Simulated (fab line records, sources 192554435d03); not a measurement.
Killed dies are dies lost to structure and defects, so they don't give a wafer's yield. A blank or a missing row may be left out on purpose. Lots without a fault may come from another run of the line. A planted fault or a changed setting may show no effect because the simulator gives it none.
fab line records | flow n5_finfet
record lots=9 wafers=27 last_day=17
route steps=1938 shown HKMG_FIN@389 BEOL_M4@1111
lots that met no fault: from a run of the same line without faults
start_h: hours from the record's first day to the start of the lot's first wafer shown | wait_h: hours since the lot's step before | " the same as in the row above | L1.1+2: a row that stands for several wafers | - no value, or no start given | * or withheld: withheld | < > ~ a bound
route shown NAME@n: a module of which the file shows steps, and the number in the route of the first | usual: mean/standard deviation of fault-free wafers | same: alike in all rows | chamber/n: place in a boat | sites: the reading at each site | _std_site: their standard deviation | _edge_site: outer sites' mean less inner sites' | radius_mm: how far each site lies from the wafer's centre | mask NAME#n: copy n | behind: the tool/chamber that last shaped the wafer | hold: why the lot was held/for how many hours/how that ended | device: the transistor (n, p or np) that didn't switch | end of line: the same wafers' tests at the end of the route | a step without rows: its recipe alone | killed: dies lost to structure and defects at the first sort, not the wafer's yield | map: a wafer's dies, x killed, . not, _ none there
set.NAME: the setting as run; set.NAME@STEP: as run at that earlier step | model.NAME: the simulator's own value behind a step, which no gauge read
steps of the route over a sample of lots; a table a step, a row a wafer
services: from which hour (start_h, from the record's first day; less than 0 if before it) a tool's chamber was out of use, for how many hours, and why
## steps
# step N5_HKMG_FIN_ALD_75
# recipe material=Al2O3 target_thk_a=10 temp_c=150 ald_precursor_family=TMA ald_co_reactant=H2O pulse_time_s=withheld co_reactant_pulse_time_s=1
# usual heater_power_outer_w=82/7.3 heater_power_w=158/11 precursor_pulse_height_rel=1.000/0.019
# columns lot.wafer tool chamber start_h wait_h heater_power_outer_w heater_power_w precursor_pulse_height_rel
L875.1 ald_hk-03 1 71.31 0.0 72 142 0.990
L875.4 " 0 " " 78 148 0.991
L875.6 " 1 " " 71 142 0.986
L878.2 ald_hk-02 1 86.93 0.0 81 174 0.993
L878.3 " 2 " " 70 139 0.992
L878.4 " 0 " " 77 142 0.988
L879.1 ald_hk-01 0 96.07 0.0 69 143 0.998
L879.3 " 2 " " 92 166 1.027
L879.5 " 0 " " 70 148 0.983
L881.2 ald_hk-01 0 109.25 0.0 70 146 1.022
L881.4 " 2 " " 90 165 1.008
L881.5 " 2 " " 92 164 0.999
L882.1 ald_hk-01 0 115.18 0.0 71 145 1.034
L882.5 " 1 " " 89 159 1.016
L882.6 " 0 " " 72 150 0.972
L891.2 ald_hk-03 1 166.38 0.0 73 144 0.983
L891.5 " 2 " " 85 162 0.972
L891.6 " 3 " " 84 169 1.034
L892.1 ald_hk-01 2 176.24 0.1 93 171 1.000
L892.4 " 3 " " 83 167 0.980
L892.5 " 2 " " 93 171 1.017
L894.1 ald_hk-01 3 187.37 0.1 83 166 1.002
L894.3 " 0 " " 72 143 0.993
L894.4 " 2 " " 92 170 0.979
L897.1 ald_hk-03 2 202.58 0.0 87 161 1.002
L897.4 " 0 " " 77 151 1.004
L897.5 " 0 " " 79 155 0.968
# step N5_HKMG_FIN_INSPECT_61
# recipe mode=adi inspect_instrument=macro
# usual raw_defect_count=2.2/1.5
# columns lot.wafer tool chamber start_h wait_h raw_defect_count
L875.1 defect_inspect-01 - 71.84 0.0 1
L875.4 " - " " 0
L875.6 " - " " 1
L878.2 defect_inspect-01 - 87.45 0.0 2
L878.3 " - " " 3
L878.4 " - " " 1
L879.1 defect_inspect-01 - 96.59 0.0 5
L879.3 " - " " 3
L879.5 " - " " 1
L881.2 defect_inspect-02 - 109.64 0.0 1
L881.4 " - " " 2
L881.5 " - " " 3
L882.1 defect_inspect-02 - 115.70 0.0 1
L882.5 " - " " 0
L882.6 " - " " 6
L891.2 defect_inspect-02 - 166.78 0.0 2
L891.5 " - " " 1
L891.6 " - " " 2
L892.1 defect_inspect-02 - 176.71 0.0 3
L892.4 " - " " 1
L892.5 " - " " 3
L894.1 defect_inspect-01 - 187.83 0.0 4
L894.3 " - " " 3
L894.4 " - " " 2
L897.1 defect_inspect-02 - 203.10 0.0 1
L897.4 " - " " 2
L897.5 " - " " 2
# step N5_HKMG_FIN_ETCH_58
# recipe chemistry=N2/H2 target=SOC target_depth_a=2158 ion_energy_ev=50 bias_w=13 time_s=741 pressure_mtorr=30 source_w=875 n2_flow_sccm=200 h2_flow_sccm=200
# usual drypump_motor_current_A=5.6/0.49 oes_product_au=0.82/0.1 rf_fwd_power_W=873.9/2.6 rf_vpp_V=99.1/0.89 showerhead_plenum_p_Torr=2.55/0.089 throttle_valve_pct=17.8/0.32
# columns lot.wafer tool chamber start_h wait_h drypump_motor_current_A oes_product_au rf_fwd_power_W rf_hours_counter_h rf_vpp_V showerhead_plenum_p_Torr throttle_valve_pct
L875.1 rie_diel-01 1 72.18 0.0 5.1 0.77 880.4 135 98.1 2.46 18.3
L875.4 " 1 " " 5.0 0.77 875.0 - 97.6 2.46 18.3
L875.6 " 2 " " 6.2 0.70 874.7 - 99.6 2.61 18.0
L878.2 rie_diel-01 2 87.98 0.0 6.2 0.69 874.5 229 99.7 2.61 18.0
L878.3 " 1 " " 5.0 0.76 871.0 143 98.3 2.46 18.3
L878.4 " 3 " " 5.4 0.97 877.5 6 98.9 2.47 17.5
L879.1 rie_diel-06 1 96.97 0.0 6.3 0.68 876.4 246 99.2 2.49 17.8
L879.3 " 2 " " 5.6 0.73 874.5 179 98.7 2.64 18.3
L879.5 " 1 " " 6.2 0.67 872.7 - 99.7 2.49 17.8
L881.2 rie_diel-01 1 110.04 0.0 5.0 0.74 874.5 152 98.7 2.46 18.3
L881.4 " 3 " " 5.4 0.94 873.6 15 99.0 2.47 17.5
L881.5 " 1 " " 5.0 0.74 875.1 - 98.6 2.46 18.3
L882.1 rie_diel-06 0 116.19 0.0 5.7 0.91 874.3 34 98.9 2.70 17.5
L882.5 " 3 " " 5.6 0.86 873.5 - 98.0 2.48 17.8
L882.6 " 2 " " 5.6 0.74 870.9 - 99.6 2.64 18.3
L891.2 rie_diel-06 0 167.11 0.0 5.7 0.88 873.4 55 99.8 2.69 17.5
L891.5 " 1 " " 6.3 0.97 872.5 - 99.2 2.49 17.4
L891.6 " 2 " " 5.5 0.71 875.5 - 100.1 2.63 18.3
L892.1 rie_diel-06 3 177.05 0.0 5.6 0.83 872.4 90 100.3 2.47 17.9
L892.4 " 3 " " 5.6 0.82 875.1 - 99.5 2.47 17.9
L892.5 " 1 " " 6.3 0.96 874.1 - 97.5 2.48 17.4
L894.1 rie_diel-01 3 188.23 0.0 5.4 0.90 875.3 36 98.5 2.46 17.6
L894.3 " 2 " " 6.2 0.94 875.5 10 98.4 2.59 17.6
L894.4 " 1 " " 5.0 0.73 875.0 182 97.8 2.44 18.4
L897.1 rie_diel-06 0 203.57 0.0 5.7 0.86 878.4 68 99.8 2.69 17.6
L897.4 " 2 " " 5.6 0.71 874.7 219 98.4 2.62 18.4
L897.5 " 2 " " 5.6 0.71 872.7 - 100.3 2.62 18.4
# step N5_HKMG_FIN_ALD_36
# recipe material=TiN target_thk_a=10 temp_c=400 ald_precursor_family=TiCl4 ald_co_reactant=NH3 pulse_time_s=1 purge_time_s=3 co_reactant_purge_time_s=2 co_reactant_pulse_time_s=2 ald_cycles=47 pressure_torr=3
# usual ald_cycles=47/0 heater_power_outer_w=502/53 heater_power_w=823/70 precursor_pulse_height_rel=1.002/0.018
# same co_reactant_purge_time_s=2
# columns lot.wafer tool chamber start_h wait_h ald_cycles heater_power_outer_w heater_power_w precursor_pulse_height_rel
L875.1 ald_metal-03 1 74.02 0.0 47 565 896 0.995
L875.4 " 3 " " 47 602 938 0.991
L875.6 " 3 " " 47 629 907 0.984
L878.2 ald_metal-02 0 90.13 0.0 47 498 840 0.996
L878.3 " 1 " " 47 540 866 1.007
L878.4 " 2 " " 47 538 835 1.038
L879.1 ald_metal-03 0 98.88 0.0 47 560 899 1.012
L879.3 " 3 " " 47 629 936 0.975
L879.5 " 3 " " 47 642 940 0.977
L881.2 ald_metal-01 3 111.94 0.0 47 481 856 0.976
L881.4 " 1 " " 47 406 670 1.006
L881.5 " 0 " " 47 516 856 0.976
L882.1 ald_metal-01 0 118.03 0.0 47 508 826 0.999
L882.5 " 1 " " 47 399 665 0.993
L882.6 " 3 " " 47 493 825 0.989
L891.2 ald_metal-02 3 169.04 0.0 47 493 804 1.002
L891.5 " 2 " " 47 525 807 0.994
L891.6 " 3 " " 47 519 804 1.004
L892.1 ald_metal-01 3 178.88 0.0 47 503 842 1.001
L892.4 " 2 " " 65 502 858 1.011
L892.5 " 1 " " 47 392 667 1.006
L894.1 ald_metal-02 3 190.06 0.0 47 501 819 1.016
L894.3 " 0 " " 47 486 810 0.978
L894.4 " 2 " " 47 526 826 0.995
L897.1 ald_metal-02 2 205.51 0.0 47 533 836 0.986
L897.4 " 1 " " 47 540 860 0.993
L897.5 " 3 " " 47 495 810 1.010
# step N5_BEOL_M4_RC_MEAS_101
# usual DIBL_N=36.8/1.5 DIBL_P=37.1/2.1 IOFF_N=0.168/0.03 IOFF_P=0.22/0.034 IOFF_P_LIN=0.103/0.013 IOFF_P_LONG=0.000105/9.3e-06 ION_N=679/12 ION_P=466/8 SS_N=71.7/0.58 SS_P=73.5/0.67 VT_N=248.8/2.7 VT_P=-250/3.3 VT_P_LONG=-276/3.3 VT_P_LVT=-98.6/2.8
# columns lot.wafer tool chamber start_h wait_h DIBL_N[mV/V] DIBL_P[mV/V] IOFF_N[nA/um] IOFF_P[nA/um] IOFF_P_LIN[nA/um] IOFF_P_LONG[nA/um] ION_N[uA/um] ION_P[uA/um] SS_N[mV/dec] SS_P[mV/dec] VT_N[mV] VT_P[mV] VT_P_LONG[mV] VT_P_LVT[mV]
L875.1 prober-02 0 156.19 0.0 38.6 39.9 0.204 0.24 0.109 0.000102 683 463 73.2 74.1 247.3 -249 -278 -95.2
L875.4 " 0 " " 34.9 35.0 0.135 0.17 0.088 0.000103 662 455 71.3 73.5 250.8 -256 -277 -99.1
L875.6 " 0 " " 38.5 39.9 0.213 0.25 0.113 0.000109 679 466 71.6 74.3 244.0 -247 -274 -94.5
L879.1 prober-02 0 179.56 0.0 36.4 37.5 0.165 0.22 0.100 0.000106 677 468 71.8 72.7 247.4 -253 -273 -99.3
L879.3 " 0 " " 38.7 40.5 0.200 0.27 0.117 0.000105 687 468 72.6 74.0 246.2 -247 -277 -95.1
L879.5 " 0 " " 36.0 37.8 0.152 0.23 0.104 0.000105 679 468 71.0 72.7 251.6 -246 -276 -97.5
L878.2 prober-02 0 181.93 0.2 36.8 36.8 0.162 0.26 0.120 0.00012 690 482 71.3 73.5 248.8 -246 -271 -94.8
L878.3 " 0 " " 37.9 38.8 0.184 0.29 0.129 0.00012 689 479 71.8 74.2 249.6 -242 -272 -93.8
L878.4 " 0 " " 37.9 37.6 0.190 0.26 0.119 0.00012 704 486 71.9 73.5 246.3 -246 -273 -95.4
L881.2 prober-01 0 198.07 0.2 35.4 37.0 0.167 0.22 0.104 0.000102 671 469 71.3 74.0 247.2 -249 -272 -95.3
L881.4 " 0 " " 35.5 37.0 0.166 0.21 0.099 0.000112 680 463 71.8 72.8 245.1 -248 -274 -96.2
L881.5 " 0 " " 35.6 37.2 0.183 0.22 0.105 0.000109 684 470 71.2 73.4 244.9 -247 -275 -95.0
L882.1 prober-02 0 207.27 0.0 39.4 37.8 0.201 0.25 0.112 0.0001 695 471 71.9 74.3 248.2 -249 -274 -97.9
L882.5 " 0 " " 37.6 36.6 0.169 0.23 0.108 0.000112 684 466 72.0 73.3 250.7 -246 -274 -99.1
L882.6 " 0 " " 37.8 37.7 0.178 0.25 0.116 0.000102 695 478 72.0 73.8 247.1 -243 -276 -97.9
L891.2 prober-01 0 262.98 0.2 37.2 37.4 0.178 0.23 0.110 0.000118 690 467 71.8 72.4 245.2 -249 -273 -96.9
L891.5 " 0 " " 38.1 38.0 0.182 0.25 0.115 0.00012 689 470 71.6 73.9 247.6 -247 -274 -96.2
L891.6 " 0 " " 35.6 35.5 0.146 0.20 0.099 0.000119 683 468 70.7 72.7 251.3 -249 -269 -98.6
L892.1 prober-01 0 269.38 0.0 35.7 36.8 0.139 0.22 0.105 0.000112 681 472 71.1 73.4 252.4 -251 -275 -97.5
L892.4 " 0 " " 33.8 33.9 0.118 0.28 0.146 0.000155 674 489 70.9 72.4 253.7 -238 -259 -86.9
L892.5 " 0 " " 37.9 39.5 0.169 0.27 0.120 0.000114 676 471 71.7 73.9 244.6 -246 -271 -95.1
L894.1 prober-01 0 275.70 0.0 36.0 37.5 0.143 0.21 0.096 0.000103 670 462 72.4 74.4 250.8 -251 -279 -100.3
L894.3 " 0 " " 36.6 37.5 0.163 0.20 0.097 9.9e-05 677 460 72.0 73.6 247.4 -251 -278 -99.4
L894.4 " 0 " " 33.2 33.1 0.102 0.15 0.078 9.3e-05 651 451 71.3 72.1 255.1 -254 -278 -103.1
L897.1 prober-02 0 296.59 0.0 33.4 33.0 0.126 0.19 0.096 0.000119 679 469 71.3 72.9 252.8 -251 -273 -98.6
L897.4 " 0 " " 34.7 34.8 0.147 0.22 0.107 0.000112 681 472 71.5 73.4 252.4 -247 -273 -96.2
L897.5 " 0 " " 36.5 36.2 0.164 0.26 0.115 0.000109 678 474 72.4 73.0 248.7 -246 -272 -94.9
## services
# columns tool chamber start_h hours kind
ald_metal-03 - 57.04 8.7 pm
rie_diel-01 3 59.97 1.7 repair
rie_diel-01 3 61.78 - clean
rie_diel-01 3 61.78 - consumable_replace:focus_ring
rie_diel-01 3 61.78 14.4 scheduled_down
rie_diel-01 3 61.78 14.4 vent_cycle
ald_hk-02 - 78.23 0.5 repair
ald_metal-03 0 87.98 6.5 repair
ald_metal-01 0 104.37 4.3 repair
rie_diel-06 1 109.69 - clean
rie_diel-06 1 109.69 - consumable_replace:focus_ring
rie_diel-06 1 109.69 20.6 scheduled_down
rie_diel-06 1 109.69 20.6 vent_cycle
ald_metal-02 - 116.98 0.9 repair
rie_diel-01 3 130.35 4.5 repair
ald_metal-03 2 131.81 1.9 repair
ald_metal-02 1 140.20 31.7 repair
rie_diel-01 2 147.45 - clean
rie_diel-01 2 147.45 - consumable_replace:focus_ring
rie_diel-01 2 147.45 14.8 scheduled_down
rie_diel-01 2 147.45 14.8 vent_cycle
rie_diel-01 - 148.96 0.1 repair
ald_metal-01 0 164.19 25.1 repair
## key
first_sign step=N5_HKMG_FIN_ALD_36 reading=ald_cycles direction=up sigmas=99+ usual=* struck=*
effect step=N5_BEOL_M4_RC_MEAS_101 reading=IOFF_P_LONG direction=up sigmas=5.4 usual=0.000105 struck=0.000155
effect step=N5_BEOL_M4_RC_MEAS_101 reading=VT_P_LONG direction=up sigmas=5 usual=-276 struck=-259
effect step=N5_BEOL_M4_RC_MEAS_101 reading=VT_P_LVT direction=up sigmas=4.2 usual=-98.6 struck=-86.9
effect step=N5_BEOL_M4_RC_MEAS_101 reading=VT_P direction=up sigmas=3.5 usual=-250 struck=-238
effect step=N5_BEOL_M4_RC_MEAS_101 reading=IOFF_P_LIN direction=up sigmas=3.4 usual=0.103 struck=0.146
met_at N5_HKMG_FIN_ALD_36
struck_lots L892
struck_wafers L892.4
not_acting_at N5_HKMG_FIN_ALD_75,N5_HKMG_FIN_INSPECT_61,N5_HKMG_FIN_ETCH_58
onset_between 118.03 178.88
fault kind=process_parameter_drift tool=ald_metal-01 chamber=- onset_h=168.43 steps=N5_HKMG_FIN_ALD_36 channel=ald_cycles offset=* shape=step end_h=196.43 scope=struck_wafers_only acts_in=* stated=*
